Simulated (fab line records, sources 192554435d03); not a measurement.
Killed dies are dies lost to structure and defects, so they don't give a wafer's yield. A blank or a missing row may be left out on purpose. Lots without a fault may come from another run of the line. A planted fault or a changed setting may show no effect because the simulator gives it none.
fab line records | flow n5_finfet
record lots=3 wafers=8 last_day=16
route steps=1938 shown BEOL_M13@1684 BEOL_M14@1716 BEOL_M15@1830
lots that met no fault: from a run of the same line without faults
start_h: hours from the record's first day to the start of the lot's first wafer shown | wait_h: hours since the lot's step before | " the same as in the row above | L1.1+2: a row that stands for several wafers | - no value, or no start given | * or withheld: withheld | < > ~ a bound
route shown NAME@n: a module of which the file shows steps, and the number in the route of the first | usual: mean/standard deviation of fault-free wafers | same: alike in all rows | chamber/n: place in a boat | sites: the reading at each site | _std_site: their standard deviation | _edge_site: outer sites' mean less inner sites' | radius_mm: how far each site lies from the wafer's centre | mask NAME#n: copy n | behind: the tool/chamber that last shaped the wafer | hold: why the lot was held/for how many hours/how that ended | device: the transistor (n, p or np) that didn't switch | end of line: the same wafers' tests at the end of the route | a step without rows: its recipe alone | killed: dies lost to structure and defects at the first sort, not the wafer's yield | map: a wafer's dies, x killed, . not, _ none there
set.NAME: the setting as run; set.NAME@STEP: as run at that earlier step | model.NAME: the simulator's own value behind a step, which no gauge read
lots at some steps of the route; a table a step, a row a wafer
services: from which hour (start_h, from the record's first day; less than 0 if before it) a tool's chamber was out of use, for how many hours, and why
## steps
# step N5_BEOL_M13_SOFTBAKE_23
# recipe temp_c=130 time_s=60
# step N5_BEOL_M13_EXPOSE_25
# recipe mask_id=M13 na=0.93 source_shape=conventional sigma_outer=0.4 polarization=unpolarized target_cd_nm=210 dose_mj=22
# step N5_BEOL_M13_PEB_26
# recipe peb_temp_c=130 peb_time_s=90
# step N5_BEOL_M13_DEVELOP_27
# recipe develop_time_s=45 rinse_liquid=diw dry=air_spin dev_temp_c=21
# step N5_BEOL_M13_HARDBAKE_32
# recipe temp_c=130 time_s=120
# step N5_BEOL_M13_DESCUM_33
# recipe chemistry=O2 time_s=7.9 source_power_w=50 bias_power_w=20 pressure_mtorr=20 rf_frequency_hz=2.712e+07 temp_c=40 o2_flow_sccm=225
# step N5_BEOL_M13_ETCH_67
# recipe chemistry=CF4 target=SiARC target_depth_a=1430 time_s=238.3 ion_energy_ev=80 pressure_mtorr=40 source_w=545 bias_w=36 Ar_flow_sccm=100 cf4_flow_sccm=100 ends=cleared
# step N5_BEOL_M13_ETCH_68
# recipe chemistry=N2/H2 target=SOC mask_material=SiARC source_w=3000 bias_w=350 temp_c=40 time_s=355 ion_energy_ev=200 pressure_mtorr=30 n2_flow_sccm=200 h2_flow_sccm=200
# step N5_BEOL_M13_STRIP_69
# recipe chemistry=N2/H2 temp_c=40 n2_flow_sccm=200 h2_flow_sccm=200 rf_frequency_hz=6e+07
# step N5_BEOL_M13_TRENCH_ETCH_34
# recipe chemistry=C4F8/O2/Ar target=SiOC target_depth_a=4134.7 mask_material=SOC pressure_mtorr=30 source_w=3000 bias_w=700 Ar_flow_sccm=400 C4F8_flow_sccm=15 O2_flow_sccm=8 he_inner_torr=15 he_outer_torr=30 time_s=162.6 ion_energy_ev=250
# usual drypump_motor_current_A=5.5/0.54 mfc_ar_sccm=399.9/1.2 oes_product_au=0.81/0.094 rf_vpp_V=666/4.1 showerhead_plenum_p_Torr=3.43/0.14 throttle_valve_pct=24.22/0.24
# columns lot.wafer tool chamber start_h wait_h drypump_motor_current_A mfc_ar_sccm oes_product_au rf_hours_counter_h rf_vpp_V showerhead_plenum_p_Torr throttle_valve_pct model.etch.depth_nm
L560.2 rie_diel-03 1 284.61 0.0 5.1 400.0 0.84 70 670 3.60 23.99 419.4
L560.6 " 1 " " 5.0 399.1 0.83 - 669 3.60 24.00 417.4
L567.2 rie_diel-03 1 334.58 0.0 5.0 402.8 0.81 85 670 3.59 24.01 308.4
L567.4 " 0 " " 5.9 400.6 0.67 234 669 3.52 24.14 405.1
L567.6 " 1 " " 5.0 401.5 0.81 - 671 3.59 24.02 413.4
L573.1 rie_diel-06 1 364.53 0.0 5.4 400.3 0.74 156 669 3.57 24.21 415.6
L573.2 " 2 " " 4.8 399.9 0.92 28 665 3.37 24.27 420.6
L573.3 " 3 " " 4.8 399.8 0.78 146 666 3.37 24.09 417
# step N5_BEOL_M13_STRIP_70
# recipe chemistry=C4F8/O2/Ar resist=SiARC rf_frequency_hz=6e+07
# step N5_BEOL_M13_OCD_MEAS_35
# usual trench_depth_nm=413/6
# columns lot.wafer tool chamber start_h wait_h trench_depth_nm
L560.2 ocd-01 - 284.79 0.0 420
L560.6 " - " " 417
L567.2 ocd-02 - 334.76 0.0 309
L567.4 " - " " 405
L567.6 " - " " 413
L573.1 ocd-01 - 364.71 0.0 416
L573.2 " - " " 421
L573.3 " - " " 417
# step N5_BEOL_M13_STRIP_37
# recipe chemistry=N2/H2 power_w=1000 temp_c=250 h2_frac=0.65 overash_fraction=0.3 pressure_mtorr=withheld n2_flow_sccm=1750 h2_flow_sccm=3250
# step N5_BEOL_M13_ETCH_38
# recipe chemistry=CF4/N2 target=SiCN target_depth_a=675 taper_deg=2 time_s=71.9 ion_energy_ev=150 mask_material=SiO2 pressure_mtorr=40 source_w=430 bias_w=70 Ar_flow_sccm=100 cf4_flow_sccm=60 n2_flow_sccm=60
# step N5_BEOL_M13_PRECLEAN_39
# recipe chemistry=residue_remover time_s=60 temp_c=40
# step N5_BEOL_M13_SRD_40
# recipe time_s=30 temp_c=23 rinse_liquid=diw dry=n2_spin spin_rpm=1500 dry_time_s=30
# step N5_BEOL_M13_DEGAS_41
# recipe ambient=vacuum temp_c=250 time_s=60
# step N5_BEOL_M13_PRE_CLEAN_42
# recipe gas=H2/He time_s=30 temp_c=250
# step N5_BEOL_M13_SPUTTER_43
# recipe material=TaN target_thk_a=150 temp_c=50 bias_v=168.6 power_w=15000 chamber_pressure_pa=0.12 time_s=24.19
# step N5_BEOL_M13_SPUTTER_44
# recipe material=Ta target_thk_a=100 temp_c=50 bias_v=80 power_w=15000 chamber_pressure_pa=0.07 time_s=16.13
# step N5_BEOL_M13_SPUTTER_45
# recipe material=Cu target_thk_a=800 temp_c=-20 bias_v=60 power_w=26000 chamber_pressure_pa=0.13 time_s=13.33
# step N5_BEOL_M13_ECD_47
# recipe material=Cu target_thk_a=9360
# step N5_BEOL_M13_ANNEAL_48
# recipe temp_c=225 time_s=90 ambient=N2
# step N5_BEOL_M13_CMP_49
# recipe stop_on=SiOC t_overpolish_s=17.1 down_force_psi=1 platen_rpm=50 clearing_platen_down_force_psi=1.5 clearing_platen_rpm=50 post_cmp_clean=cu_alkaline target_thk_nm=420 clearing_platen_pad_velocity_m_s=0.99484 pad_velocity_m_s=0.99484
# usual barrier_field_endpoint_s=30.6/1 motor_current_A=5.8/0.66 overpolish_run_s=17.101/0.01 retaining_ring_pressure_frac=1.000/0.0051
# columns lot.wafer tool chamber start_h wait_h barrier_field_endpoint_s motor_current_A overpolish_run_s retaining_ring_pressure_frac model.Cu_of_BEOL_M13_ECD_47.thk_nm
L560.2 cmp-02 2 287.12 0.2 33.3 5.7 17.113 0.997 428.2
L560.6 " 2 " " 32.4 6.2 17.106 0.999 426.2
L567.4 cmp-02 2 336.65 0.2 31.6 6.3 17.113 0.996 414.4
L567.2 " 3 " " 31.8 4.9 17.075 0.990 315.8
L567.6 " 1 " " 31.1 6.5 17.104 1.007 422.2
L573.2 cmp-02 0 367.26 0.2 29.5 5.3 17.098 0.995 427
L573.1 " 2 " " 30.8 6.0 17.098 1.002 424.8
L573.3 " 3 " " 30.8 4.8 17.099 1.011 424.4
# step N5_BEOL_M13_THK_MEAS_50
# recipe thk_meas_gauge=xrf reads=Cu_of_BEOL_M13_ECD_47
# usual M13_THK=432/7.1
# columns lot.wafer tool chamber start_h wait_h M13_THK[nm]
L560.2 film_metro-01 - 287.41 - 448
L560.6 " - " " 444
L567.2 film_metro-02 - 336.91 - 325
L567.4 " - " " 428
L567.6 " - " " 436
L573.1 film_metro-02 - 367.56 - 435
L573.2 " - " " 436
L573.3 " - " " 433
# step N5_BEOL_M13_PRE_CLEAN_52
# recipe gas=NH3 time_s=15 temp_c=withheld rf_power_w=300
# step N5_BEOL_M13_DEP_53
# recipe material=SiCN target_thk_a=500 temp_c=withheld precursor=3MS/NH3 pressure_torr=3 rf_w=675 time_s=17.8
# step N5_BEOL_M13_RS_MEAS_54
# recipe thk_meas_gauge=four-point-probe reads=Cu_of_BEOL_M13_ECD_47+Ta_of_BEOL_M13_SPUTTER_44+TaN_of_BEOL_M13_SPUTTER_43
# usual M13_RS=0.0449/0.00069
# columns lot.wafer tool chamber start_h wait_h M13_RS[ohm/sq]
L560.2 film_metro-01 - 287.54 0.1 0.0441
L560.6 " - " " 0.0443
L567.2 film_metro-02 - 337.04 0.1 0.0604
L567.4 " - " " 0.0455
L567.6 " - " " 0.0446
L573.1 film_metro-01 - 367.72 0.1 0.0444
L573.2 " - " " 0.0442
L573.3 " - " " 0.0445
# step N5_BEOL_M14_ILD_DEP_00
# recipe material=SiO2 target_thk_a=11193 temp_c=400 precursor=TEOS/O2 pressure_torr=6.5 rf_w=900 teos_flow_sccm=161.4 gas=O2 flow_sccm=2650 time_s=237.4
# step N5_BEOL_M14_COAT_58
# recipe resist=BARC temp_c=205 time_s=60 spin_rpm=1500 resist_thk_nm=89
# step N5_BEOL_M14_COAT_04
# recipe spin_rpm=1704 resist_thk_nm=800
# step N5_BEOL_M14_EBR_06
# recipe solvent=PGMEA ebr_width_mm=1.5
# step N5_BEOL_M14_SOFTBAKE_05
# recipe temp_c=130 time_s=60
# step N5_BEOL_M14_EXPOSE_07
# recipe mask_id=V13 na=0.8 source_shape=annular sigma_inner=0.5 sigma_outer=0.8 polarization=unpolarized attpsm_phase_deg=180 dose_mj=57
# step N5_BEOL_M14_PEB_08
# recipe peb_temp_c=130 peb_time_s=90
# step N5_BEOL_M14_DEVELOP_09
# recipe develop_time_s=45 rinse_liquid=diw dry=air_spin dev_temp_c=21
# step N5_BEOL_M14_HARDBAKE_14
# recipe temp_c=130 time_s=120
# step N5_BEOL_M15_RC_MEAS_101
# usual etest_temp_c=25.00/0.1 COMB_M10=1.4e-11/3.5e-12 COMB_M11=1.5e-11/3.1e-12 COMB_M12=6.6e-12/1.4e-12 COMB_M14=3.8e-12/7.3e-13 COMB_M15=2.7e-12/5.5e-13 COMB_M5=3.7e-11/7.9e-12 COMB_M6=2.5e-11/5.5e-12 COMB_M7=2.6e-11/5.2e-12 COMB_M7_max_site=3.9e-11/9.9e-12 COMB_M8=2.6e-11/5.4e-12 COMB_M9=1.44e-11/2.6e-12 COMB_M9_max_site=2.1e-11/5.3e-12 SERP_M10=3.08/0.12 SERP_M11=3.14/0.11 SERP_M12=0.632/0.021 SERP_M13=0.306/0.0072 SERP_M13_max_site=0.309/0.0074 SERP_M14=0.159/0.0057 SERP_M5=40.1/2.1 SERP_M6=13.8/0.67 SERP_M7=14.1/0.79 SERP_M7_max_site=14.7/0.81 SERP_M8=13.7/0.77 SERP_M9=3.10/0.092
# columns lot.wafer tool chamber start_h wait_h etest_temp_c COMB_M10[S/m] COMB_M11[S/m] COMB_M12[S/m] COMB_M14[S/m] COMB_M15[S/m] COMB_M5[S/m] COMB_M6[S/m] COMB_M7[S/m] COMB_M7_max_site[S/m] COMB_M8[S/m] COMB_M9[S/m] COMB_M9_max_site[S/m] SERP_M10[ohm/um] SERP_M11[ohm/um] SERP_M12[ohm/um] SERP_M13[ohm/um] SERP_M13_max_site[ohm/um] SERP_M14[ohm/um] SERP_M5[ohm/um] SERP_M6[ohm/um] SERP_M7[ohm/um] SERP_M7_max_site[ohm/um] SERP_M8[ohm/um] SERP_M9[ohm/um]
L560.2 prober-02 0 299.64 0.2 24.90 1.1e-11 1.6e-11 1.06e-11 3.7e-12 2.5e-12 2.7e-11 3e-11 2.6e-11 3.1e-11 2.3e-11 1.12e-11 1.7e-11 3.17 3.02 0.639 0.299 0.302 0.158 38.8 13.1 14.0 14.3 13.9 3.05
L560.6 " 0 " " 24.97 1.3e-11 1.2e-11 8.2e-12 4.7e-12 2.6e-12 2.9e-11 3.8e-11 2.3e-11 4.3e-11 2.9e-11 1.01e-11 1.3e-11 3.11 3.05 0.615 0.302 0.306 0.159 42.4 13.2 15.2 15.5 14.0 3.23
L567.2 prober-01 0 348.53 0.2 25.25 9e-12 1.8e-11 4.7e-12 3.5e-12 2.3e-12 3.2e-11 2.8e-11 2.7e-11 4.1e-11 2.4e-11 1.13e-11 2.1e-11 3.40 3.18 0.652 0.403 0.410 0.155 38.5 13.0 14.3 14.9 15.8 2.95
L567.4 " 0 " " 24.99 9e-12 1.9e-11 5.3e-12 2.3e-12 2.4e-12 2.9e-11 2.8e-11 2.9e-11 4.8e-11 2.3e-11 1.17e-11 1.7e-11 3.18 3.16 0.671 0.317 0.320 0.151 36.4 13.1 13.3 13.9 13.5 3.05
L567.6 " 0 " " 25.13 1e-11 1.4e-11 6.5e-12 3.6e-12 2.6e-12 3.5e-11 2.6e-11 2.4e-11 3.4e-11 2.1e-11 1.71e-11 2e-11 3.10 3.17 0.658 0.303 0.305 0.154 40.9 13.3 14.6 15.1 14.1 3.05
L573.1 prober-01 0 380.47 0.0 24.96 1.6e-11 1.2e-11 8.1e-12 4.1e-12 2.7e-12 3.4e-11 2.6e-11 2.4e-11 5.2e-11 1.7e-11 1.32e-11 2.9e-11 3.11 3.19 0.662 0.301 0.303 0.155 43.5 14.2 13.7 14.2 12.5 3.11
L573.2 " 0 " " 25.09 1.5e-11 1.3e-11 7.4e-12 3.9e-12 2.9e-12 2.3e-11 1.7e-11 2.4e-11 3.8e-11 2.9e-11 1.27e-11 1.8e-11 3.06 3.19 0.621 0.301 0.304 0.156 36.5 13.7 14.0 14.6 13.4 3.08
L573.3 " 0 " " 25.10 2e-11 1.5e-11 6.6e-12 2.9e-12 2.6e-12 2.9e-11 2.4e-11 1.9e-11 2.8e-11 2.1e-11 1.21e-11 2e-11 2.88 3.21 0.625 0.291 0.293 0.156 40.0 14.9 16.1 16.4 13.0 3.10
# sites SERP_M13 radius_mm=0,75,75,75,75,140,140,140,140
L560.2 0.298 0.300 0.302 0.301 0.300 0.299 0.298 0.298 0.299
L567.2 0.402 0.410 0.403 0.405 0.406 0.400 0.406 0.403 0.397
L573.1 0.299 0.299 0.300 0.303 0.302 0.301 0.303 0.301 0.300
## services
# columns tool chamber start_h hours kind
rie_diel-06 2 262.16 - clean
rie_diel-06 2 262.16 - consumable_replace:focus_ring
rie_diel-06 2 262.16 25.1 scheduled_down
rie_diel-06 2 262.16 25.1 vent_cycle
rie_diel-03 0 274.83 3.8 repair
rie_diel-06 3 276.39 6.5 repair
rie_diel-06 0 287.31 - clean
rie_diel-06 0 287.31 - consumable_replace:focus_ring
rie_diel-06 0 287.31 - consumable_replace:showerhead
rie_diel-06 0 287.31 19.2 scheduled_down
rie_diel-06 0 287.31 19.2 vent_cycle
rie_diel-06 3 289.56 18.8 repair
rie_diel-06 1 313.27 20.2 repair
rie_diel-03 2 336.02 2.5 repair
cmp-02 - 352.62 5.6 pm
rie_diel-03 1 354.76 13.3 repair
rie_diel-03 0 362.06 14.1 repair
## key
first_sign step=N5_BEOL_M13_OCD_MEAS_35 reading=trench_depth_nm direction=down sigmas=17 usual=413 struck=309
effect step=N5_BEOL_M13_THK_MEAS_50 reading=M13_THK direction=down sigmas=15 usual=432 struck=325
effect step=N5_BEOL_M13_RS_MEAS_54 reading=M13_RS direction=up sigmas=22 usual=0.0449 struck=0.0604
effect step=N5_BEOL_M15_RC_MEAS_101 reading=SERP_M13 direction=up sigmas=13 usual=0.306 struck=0.403
model_effect step=N5_BEOL_M13_TRENCH_ETCH_34 value=etch.depth_nm without=413.6 struck=308.4
model_effect step=N5_BEOL_M13_CMP_49 value=Cu_of_BEOL_M13_ECD_47.thk_nm without=421 struck=315.8
met_at N5_BEOL_M13_TRENCH_ETCH_34
struck_wafers L567.2
onset_between 284.61 334.58
fault kind=process_parameter_drift tool=rie_diel-03 chamber=- onset_h=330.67 steps=N5_BEOL_M13_TRENCH_ETCH_34 channel=time_s offset=* shape=step end_h=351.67 scope=struck_wafers_only acts_in=* stated=*
